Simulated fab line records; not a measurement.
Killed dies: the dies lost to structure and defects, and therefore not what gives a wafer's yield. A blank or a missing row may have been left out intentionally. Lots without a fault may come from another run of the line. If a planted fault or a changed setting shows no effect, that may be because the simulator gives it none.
Chamber matching :: flow nand_harc :: 4 sister chambers for NHARC_A_M1_CMP_23 on cmp-02
The step polishes, t overpolish 20 s, target thk 154.34 nm. 16 wafers are shown with their chamber, then 8 later ones without.

## WAFERS WITH THEIR CHAMBER
wafer: L074.3
chamber: 1
motor_current_A (A): 10.9
time_to_endpoint_s (s): 34

wafer: L074.4
chamber: 2
motor_current_A (A): 13.3
time_to_endpoint_s (s): 30

wafer: L074.5
chamber: 3
motor_current_A (A): 11.7
time_to_endpoint_s (s): 30

wafer: L076.1
chamber: 0
motor_current_A (A): 10.5
time_to_endpoint_s (s): 29

wafer: L076.3
chamber: 3
motor_current_A (A): 11.7
time_to_endpoint_s (s): 27

wafer: L076.4
chamber: 1
motor_current_A (A): 11.1
time_to_endpoint_s (s): 34

wafer: L083.1
chamber: 3
motor_current_A (A): 12.0
time_to_endpoint_s (s): 26

wafer: L083.3
chamber: 1
motor_current_A (A): 10.6
time_to_endpoint_s (s): 30

wafer: L083.6
chamber: 1
motor_current_A (A): 10.6
time_to_endpoint_s (s): 31

wafer: L083.2
chamber: 0
motor_current_A (A): 11.1
time_to_endpoint_s (s): 28

wafer: L083.4
chamber: 2
motor_current_A (A): 13.0
time_to_endpoint_s (s): 30

wafer: L083.5
chamber: 2
motor_current_A (A): 13.2
time_to_endpoint_s (s): 31

wafer: L088.3
chamber: 1
motor_current_A (A): 10.8
time_to_endpoint_s (s): 29

wafer: L088.4
chamber: 3
motor_current_A (A): 12.0
time_to_endpoint_s (s): 25

wafer: L088.6
chamber: 0
motor_current_A (A): 10.6
time_to_endpoint_s (s): 25

wafer: L088.1
chamber: 0
motor_current_A (A): 10.7
time_to_endpoint_s (s): 24

SIGNATURES, as means of the wafers listed above
reading: motor_current_A
chamber 0: 10.725
chamber 1: 10.800
chamber 2: 13.167
chamber 3: 11.850
scatter within a chamber: 0.209

reading: time_to_endpoint_s
chamber 0: 26.50
chamber 1: 31.60
chamber 2: 30.33
chamber 3: 27.00
scatter within a chamber: 2.1
Rule: a wafer's distance from a chamber is the root of the sum, over the readings, of the square of ((its reading less the chamber's mean) divided by the reading's scatter). If the next closest chamber is less than 2 further off than the closest, the wafer can't be placed; otherwise it belongs to the closest. The scatter is the square root of a quotient: the sum, over the shown wafers, of each reading's squared deviation from its chamber's mean, divided by wafers minus chambers.

## WAFERS WITHOUT THEIR CHAMBER
wafer: L088.2
motor_current_A (A): 13.5
time_to_endpoint_s (s): 27

wafer: L088.5
motor_current_A (A): 11.6
time_to_endpoint_s (s): 25

wafer: L090.3
motor_current_A (A): 10.5
time_to_endpoint_s (s): 33

wafer: L090.4
motor_current_A (A): 11.3
time_to_endpoint_s (s): 27

wafer: L090.5
motor_current_A (A): 10.8
time_to_endpoint_s (s): 33

wafer: L091.1
motor_current_A (A): 10.6
time_to_endpoint_s (s): 35

wafer: L091.2
motor_current_A (A): 11.8
time_to_endpoint_s (s): 26

wafer: L091.6
motor_current_A (A): 11.0
time_to_endpoint_s (s): 32

## THE CHAMBER EACH PASSED THROUGH
wafer: L088.2
from the rows above: 2
in truth: 2

wafer: L088.5
from the rows above: 3
in truth: 3

wafer: L090.3
from the rows above: can't be placed: 1 or 0
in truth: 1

wafer: L090.4
from the rows above: can't be placed: 3 or 0 or 1
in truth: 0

wafer: L090.5
from the rows above: 1
in truth: 1

wafer: L091.1
from the rows above: 1
in truth: 1

wafer: L091.2
from the rows above: 3
in truth: 3

wafer: L091.6
from the rows above: can't be placed: 1 or 0
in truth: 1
Correct placement for 5 of the 8. Not placeable from these rows: 3 (in 3, the candidates include the true chamber). Placed wrongly: 0.
